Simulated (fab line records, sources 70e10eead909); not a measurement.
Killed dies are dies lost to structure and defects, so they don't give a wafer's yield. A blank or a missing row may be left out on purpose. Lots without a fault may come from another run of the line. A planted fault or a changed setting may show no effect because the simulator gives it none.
Chamber matching | flow nand_harc | NHARC_A_BONDPAD_DESCUM_11 on rie_diel-13: 4 sister chambers
The step chemistry O2, time 3 s. 4 wafers are shown with their chamber, then 7 later ones without.

WAFERS WITH THEIR CHAMBER
wafer  | chamber | drypump_motor_current_A (A)
L935.4 | 3       | 5.78
L938.5 | 0       | 5.64
L943.1 | 2       | 5.69
L943.4 | 1       | 5.15

WAFERS WITHOUT THEIR CHAMBER
wafer  | drypump_motor_current_A (A)
L943.5 | 5.79
L946.1 | 5.76
L946.2 | 5.62
L946.5 | 5.77
L950.3 | 5.62
L950.5 | 5.13
L950.6 | 5.68

WHICH CHAMBER EACH WENT THROUGH
wafer  | from the rows above     | in truth
L943.5 | 3                       | 3
L946.1 | 3                       | 3
L946.2 | 0                       | 0
L946.5 | 3                       | 3
L950.3 | 0                       | 0
L950.5 | 1                       | 1
L950.6 | can't be placed: 2 or 0 | 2
Placed correctly: 6 of 7. Can't be placed from these rows: 1 (the true chamber is among the candidates in 1). Placed wrongly: 0.
How it was worked out, from the rows above alone: a wafer's distance from a chamber is the root of the sum, over the readings, of the square of ((its reading less the chamber's mean) divided by the reading's scatter). The wafer belongs to the nearest chamber; if the next one is less than 2 further off, it can't be placed. A chamber's mean is the mean of its shown wafers. The scatter: with one shown wafer a chamber, the root of the mean of the squares of how far each hidden wafer lies from its nearest shown one.
